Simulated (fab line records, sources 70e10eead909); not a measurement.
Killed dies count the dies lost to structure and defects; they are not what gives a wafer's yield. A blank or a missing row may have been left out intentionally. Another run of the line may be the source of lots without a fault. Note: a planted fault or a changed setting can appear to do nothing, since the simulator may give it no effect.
Matching of chambers || flow nand_harc || rie_diel-01 running NHARC_P_BONDPAD_ACTIVATE_29: 4 sister chambers
The step chemistry N2, time 60 s. 4 wafers are shown with their chamber, then 12 later ones without.

## WAFERS WITH THEIR CHAMBER
{"wafer": "L190.4", "chamber": 3, "drypump_motor_current_A (A)": 6.7}
{"wafer": "L187.2", "chamber": 0, "drypump_motor_current_A (A)": 6.5}
{"wafer": "L188.5", "chamber": 1, "drypump_motor_current_A (A)": 5.8}
{"wafer": "L188.6", "chamber": 2, "drypump_motor_current_A (A)": 4.9}

## WAFERS WHOSE CHAMBER IS MISSING
{"wafer": "L193.2", "drypump_motor_current_A (A)": 4.9}
{"wafer": "L193.5", "drypump_motor_current_A (A)": 6.6}
{"wafer": "L193.6", "drypump_motor_current_A (A)": 4.9}
{"wafer": "L196.2", "drypump_motor_current_A (A)": 5.9}
{"wafer": "L196.3", "drypump_motor_current_A (A)": 6.5}
{"wafer": "L196.6", "drypump_motor_current_A (A)": 6.7}
{"wafer": "L195.3", "drypump_motor_current_A (A)": 4.9}
{"wafer": "L195.5", "drypump_motor_current_A (A)": 6.6}
{"wafer": "L195.6", "drypump_motor_current_A (A)": 6.5}
{"wafer": "L198.2", "drypump_motor_current_A (A)": 4.9}
{"wafer": "L198.3", "drypump_motor_current_A (A)": 5.8}
{"wafer": "L198.6", "drypump_motor_current_A (A)": 5.9}

## THE CHAMBER EACH PASSED THROUGH
{"wafer": "L193.2", "from the rows above": 2, "in truth": 2}
{"wafer": "L193.5", "from the rows above": "can't be placed: 0 or 3", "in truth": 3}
{"wafer": "L193.6", "from the rows above": 2, "in truth": 2}
{"wafer": "L196.2", "from the rows above": 1, "in truth": 1}
{"wafer": "L196.3", "from the rows above": 0, "in truth": 0}
{"wafer": "L196.6", "from the rows above": 3, "in truth": 3}
{"wafer": "L195.3", "from the rows above": 2, "in truth": 2}
{"wafer": "L195.5", "from the rows above": "can't be placed: 0 or 3", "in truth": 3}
{"wafer": "L195.6", "from the rows above": 0, "in truth": 0}
{"wafer": "L198.2", "from the rows above": 2, "in truth": 2}
{"wafer": "L198.3", "from the rows above": 1, "in truth": 1}
{"wafer": "L198.6", "from the rows above": 1, "in truth": 1}
Correct placement for 10 of the 12. These rows do not allow placing 2 (true chamber among the candidates in 2). Placed wrongly: 0.
How it was worked out, from the rows above alone: a wafer's distance from a chamber is the root of the sum, over the readings, of the square of ((its reading less the chamber's mean) divided by the reading's scatter). If the next closest chamber is less than 2 further off than the closest, the wafer can't be placed; otherwise it belongs to the closest. For every chamber, the mean is computed from those of its wafers that are shown. The scatter (one wafer shown for each chamber): square how far every hidden wafer sits from the nearest shown wafer, average those squares and take the square root.
